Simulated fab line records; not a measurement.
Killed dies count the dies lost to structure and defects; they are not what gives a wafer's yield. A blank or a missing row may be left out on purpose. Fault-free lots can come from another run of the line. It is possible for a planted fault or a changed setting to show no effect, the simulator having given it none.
A lot that was struck, set against a sound lot || flow n5_finfet || 44 out of 1938 route steps
Sound: these wafers, L315.1, L315.4, L315.5. Struck: wafers L325.2, L325.6. (L325.5 of the same lot was not struck and is left out.) The cause comes at the end.
For every step that has rows: the tool of each side, followed by ch and its chambers, followed by its first start. Under that, the readings that differ: sound wafers || struck wafers || difference of the means || sigmas: that difference in standard deviations of wafers without a fault.
alike: same words and numbers on both sides, and readings whose means sit less than 2 such deviations apart. not compared: any withheld reading, any reading some wafer has no value for, any bound like >300 that may hide the same value, and any number with overlapping values for which the record gives no deviation.
Wherever a step has rows on one side only, a row that says differs or no value, or a row with sigmas, the two part there. Non-overlapping numbers with no deviation appear without sigmas and do not part them. A reading that every wafer of one side lacks parts them only if that side has two wafers or more.

N5_BEOL_M7_ALD_77: deposits TaN, target thk 2 nm, pulse time 2 s, purge time 3 s.
  sound on ald_metal-01 ch 1,3, day 9 14:41; struck on ald_metal-03 ch 0,2, day 12 09:07
  alike: heater_power_outer_w, heater_power_w, susceptor_temp_C
then, 2 steps without rows for these wafers: N5_BEOL_M7_SURFACE_TREAT_79; N5_BEOL_M7_CVD_78 (deposits Co from CCTBA/H2, target thk 2 nm, time 142.3 s).
N5_BEOL_M7_SPUTTER_48: material Cu, target thk 10 nm, time 1.667 s.
  sound: pvd_sputter-03 at day 9 15:10; struck: pvd_sputter-03 at day 12 09:34
  alike: substrate_temp_c, susceptor_temp_C, throttle_valve_pct
then, 3 steps without rows for these wafers: N5_BEOL_M7_ECD_50 (material Cu, target thk 300 nm); N5_BEOL_M7_ANNEAL_51 (time 90 s); N5_BEOL_M7_CMP_52 (polishes, stops on SiCOH lowk, t overpolish 6.9 s, target thk 80 nm).
N5_BEOL_M7_THK_MEAS_53: measures by xrf.
  sound: film_metro-02 at day 9 15:59; struck: film_metro-02 at day 12 10:25
  alike: M7_THK
then, 2 steps without rows for these wafers: N5_BEOL_M7_PRE_CLEAN_55 (time 15 s); N5_BEOL_M7_DEP_56 (deposits SiCN from 3MS/NH3, target thk 10 nm, time 17.5 s).
N5_BEOL_M7_RS_MEAS_57: the measuring method here is four-point-probe.
  sound: film_metro-02 at day 9 16:08; struck: film_metro-02 at day 12 10:35
  alike: M7_RS
N5_BEOL_M7_INSPECT_58: inspects for defects (darkfield).
  sound: defect_inspect-01 at day 9 16:10; struck: defect_inspect-01 at day 12 10:36
  alike: raw_defect_count
N5_BEOL_M8_ILD_DEP_00: deposits SiCOH lowk from DEMS/porogen, target thk 179.75 nm, time 33.4 s.
  sound on pecvd-04 ch 0,1,2, day 9 16:12; struck on pecvd-04 ch 0, day 12 10:38
{"reading": "model.SiCOH_lowk_of_BEOL_M8_ILD_DEP_00.thk_nm (nm)", "sound": "180.6 183.6 183.2", "struck": "200.4 203", "difference": "+19.2", "sigmas": ""}
  alike: heater_power_outer_w, heater_power_w, showerhead_plenum_p_Torr, susceptor_temp_C, throttle_valve_pct
then, 1 step without rows for these wafers: N5_BEOL_M8_CURE_74 (cures SiCOH lowk, time 240 s).
N5_BEOL_M8_THK_MEAS_01:
  sound: film_metro-02 at day 9 16:50; struck: film_metro-02 at day 12 11:13
{"reading": "M8_ILD_THK (nm)", "sound": "155.8 158.4 158.0", "struck": "173.0 175.3", "difference": "+16.8", "sigmas": "+8"}
then, 10 steps without rows for these wafers: N5_BEOL_M8_PECVD_70 (deposits SiO2 from TEOS/O2, target thk 20 nm, time 22.7 s); N5_BEOL_M8_HM_DEP_02 (deposits TiN, target thk 20 nm); N5_BEOL_M8_COAT_59 (time 60 s, resist thk 100 nm); N5_BEOL_M8_COAT_60 (time 60 s, resist thk 35 nm); N5_BEOL_M8_COAT_05 (resist thk 90 nm); N5_BEOL_M8_EBR_07; N5_BEOL_M8_SOFTBAKE_06 (time 60 s); N5_BEOL_M8_EXPOSE_08 (exposes mask M8); N5_BEOL_M8_PEB_09 (peb time 60 s); N5_BEOL_M8_DEVELOP_10 (develop time 30 s).
N5_BEOL_M8_CD_MEAS_11 targets a cd of 38.5 nm.
  sound on cd_sem-01 ch 0, day 9 17:45; struck on cd_sem-02 ch 0, day 12 12:08
  alike: cd_nm
N5_BEOL_M8_OVL_MEAS_12:
  sound on overlay-02 ch 0, day 9 17:47; struck on overlay-01 ch 0, day 12 12:10
  alike: M8_OVL
N5_BEOL_M8_INSPECT_13: inspects for defects (brightfield).
  sound: defect_inspect-02 at day 9 17:48; struck: defect_inspect-01 at day 12 12:11
  alike: raw_defect_count
then, 1 step without rows for these wafers: N5_BEOL_M8_DESCUM_16 (chemistry O2, time 7.9 s).
N5_BEOL_M8_ETCH_61: etches SiARC in CF4, target depth 45.5 nm, time 75.8 s.
  sound on rie_diel-03 ch 1,2, day 9 17:52; struck on rie_diel-03 ch 1,2, day 12 12:15
  alike: drypump_motor_current_A, etch_rf_on_time_s, oes_product_au, rf_vpp_V, showerhead_plenum_p_Torr, throttle_valve_pct
  not compared: rf_hours_counter_h
then, 3 steps without rows for these wafers: N5_BEOL_M8_ETCH_62 (etches SOC in N2/H2, target depth 110 nm, overetch 22 nm, time 165 s); N5_BEOL_M8_STRIP_68 (strips in N2/H2); N5_BEOL_M8_STRIP_67 (strips in CF4).
N5_BEOL_M8_HM_OPEN_17: chemistry Cl2/BCl3, target TiN, target depth 20 nm, overetch 6 nm.
  sound on rie_metal-02 ch 0,1, day 9 18:07; struck on rie_metal-03 ch 1, day 12 12:30
  alike: drypump_motor_current_A, oes_product_au, throttle_valve_pct
  not compared: rf_hours_counter_h
N5_BEOL_M8_STRIP_19: strips in O2.
  sound on rie_diel-02 ch 0,3, day 9 18:14; struck on rie_diel-06 ch 1,3, day 12 12:37
  alike: drypump_motor_current_A, oes_product_au, rf_vpp_V, showerhead_plenum_p_Torr, temp_c, throttle_valve_pct
  not compared: rf_hours_counter_h
N5_BEOL_M8_CD_MEAS_18: pitch 80 nm, target cd 40 nm.
  sound: cd_sem-03 at day 9 18:18; struck: cd_sem-03 at day 12 12:41
  alike: cd_nm
then, 6 steps without rows for these wafers: N5_BEOL_M8_COAT_63 (time 60 s, resist thk 60 nm); N5_BEOL_M8_COAT_64 (time 60 s, resist thk 12 nm); N5_BEOL_M8_COAT_71 (time 60 s, resist thk 5 nm); N5_BEOL_M8_COAT_22 (resist thk 30 nm); N5_BEOL_M8_EBR_24; N5_BEOL_M8_SOFTBAKE_23 (time 60 s).
N5_BEOL_M8_CMP_52: polishes, stops on SiCOH lowk, t overpolish 6.9 s, target thk 80 nm.
  sound on cmp-04 ch 0,2,3, day 9 21:52; struck on cmp-01 ch 1, day 12 19:17
{"reading": "slurry_flow_ml_min", "sound": "150.3 150.7 150.5", "struck": "149.5 149.6", "difference": -0.9, "sigmas": -2}
{"reading": "model.SiCOH_lowk_of_BEOL_M8_ILD_DEP_00.thk_nm (nm)", "sound": "152.8 155.2 155", "struck": "170 172.4", "difference": "+17", "sigmas": ""}
  alike: edge_zone_pressure_frac, motor_current_A
-- the record jumps here: 3 days lie between the struck wafers' starts before and after (it left off in module BEOL_M8 and takes up again in module PASSIVATION, whose first step shown is number 1936 of the route) --
N5_PASSIVATION_PROBE_49:
  rows exist in the record for the struck wafers here (prober-01, day 15 10:40), but not for the sound ones

## WHERE THEY PART
Last at N5_PASSIVATION_PROBE_49 as far as this record goes, first at N5_BEOL_M8_THK_MEAS_01.

WHY: the cause the simulator had injected
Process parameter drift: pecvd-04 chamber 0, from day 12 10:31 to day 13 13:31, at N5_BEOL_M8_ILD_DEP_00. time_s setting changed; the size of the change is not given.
